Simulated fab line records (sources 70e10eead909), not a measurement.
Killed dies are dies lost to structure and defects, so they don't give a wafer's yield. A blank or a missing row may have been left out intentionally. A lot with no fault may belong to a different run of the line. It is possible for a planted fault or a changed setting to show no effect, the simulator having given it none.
Chamber matching ; flow nand_harc ; 4 sister chambers for NHARC_A_STAIRCASE_DESCUM_168 on rie_diel-11
The step chemistry O2, time 3 s. 4 wafers are shown with their chamber, then 8 later ones without.

## EACH WAFER AND ITS CHAMBER
wafer;chamber;drypump_motor_current_A (A)
L089.2;2;5.5
L089.3;1;6.3
L089.4;3;6.3
L094.1;0;5.3

## WAFERS WHOSE CHAMBER IS MISSING
wafer;drypump_motor_current_A (A)
L094.3;6.3
L094.6;6.3
L096.2;5.3
L096.4;5.5
L096.5;6.3
L097.1;5.3
L097.3;6.4
L097.5;5.3

## EACH ONE'S CHAMBER
wafer;from the rows above;in truth
L094.3;can't be placed: 1 or 3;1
L094.6;can't be placed: 1 or 3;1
L096.2;0;0
L096.4;2;2
L096.5;can't be placed: 1 or 3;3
L097.1;0;0
L097.3;can't be placed: 1 or 3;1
L097.5;0;0
Placed correctly: 4 of 8. From these rows, 4 cannot be placed; in 4 the true chamber is one of the candidates. Number placed wrongly: 0.
How it was worked out, from the rows above alone: a wafer's distance from a chamber is the root of the sum, over the readings, of the square of ((its reading less the chamber's mean) divided by the reading's scatter). The wafer belongs to the nearest chamber; if the next one is less than 2 further off, it can't be placed. A chamber's mean is the mean of its shown wafers. The scatter: root of mean squared gap, hidden wafer to nearest shown wafer, with one shown wafer a chamber.
